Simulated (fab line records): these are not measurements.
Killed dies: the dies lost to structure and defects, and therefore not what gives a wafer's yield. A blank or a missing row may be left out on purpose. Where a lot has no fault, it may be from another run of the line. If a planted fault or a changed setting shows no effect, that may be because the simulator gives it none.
Chamber matching | flow nand_harc | ald_hk-03 running NHARC_A_CHANNEL_FILL_D1_ALD_02: 4 sister chambers
The step deposits SiO2, target thk 6 nm, pulse time 10 s, ald cycles 60. 4 wafers are shown with their chamber, then 7 later ones without.

## WAFERS WITH THEIR CHAMBER
wafer  | chamber | heater_power_w (W)
L330.6 | 1       | 404
L331.6 | 0       | 496
L332.1 | 3       | 451
L332.5 | 2       | 493

## WAFERS WITHOUT THEIR CHAMBER
wafer  | heater_power_w (W)
L332.6 | 407
L337.3 | 408
L337.5 | 501
L337.6 | 451
L338.3 | 440
L338.5 | 490
L338.6 | 451

## WHICH CHAMBER EACH WENT THROUGH
wafer  | from the rows above     | in truth
L332.6 | 1                       | 1
L337.3 | 1                       | 1
L337.5 | can't be placed: 0 or 2 | 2
L337.6 | 3                       | 3
L338.3 | 3                       | 3
L338.5 | can't be placed: 2 or 0 | 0
L338.6 | 3                       | 3
Correct placement for 5 of the 7. From these rows, 2 cannot be placed; in 2 the true chamber is one of the candidates. Wrongly placed: 0.
How it was worked out, from the rows above alone: a wafer's distance from a chamber is the root of the sum, over the readings, of the square of ((its reading less the chamber's mean) divided by the reading's scatter). The wafer belongs to the nearest chamber; if the next one is less than 2 further off, it can't be placed. A chamber's mean is the mean of its shown wafers. The scatter (one wafer shown for each chamber): square how far every hidden wafer sits from the nearest shown wafer, average those squares and take the square root.
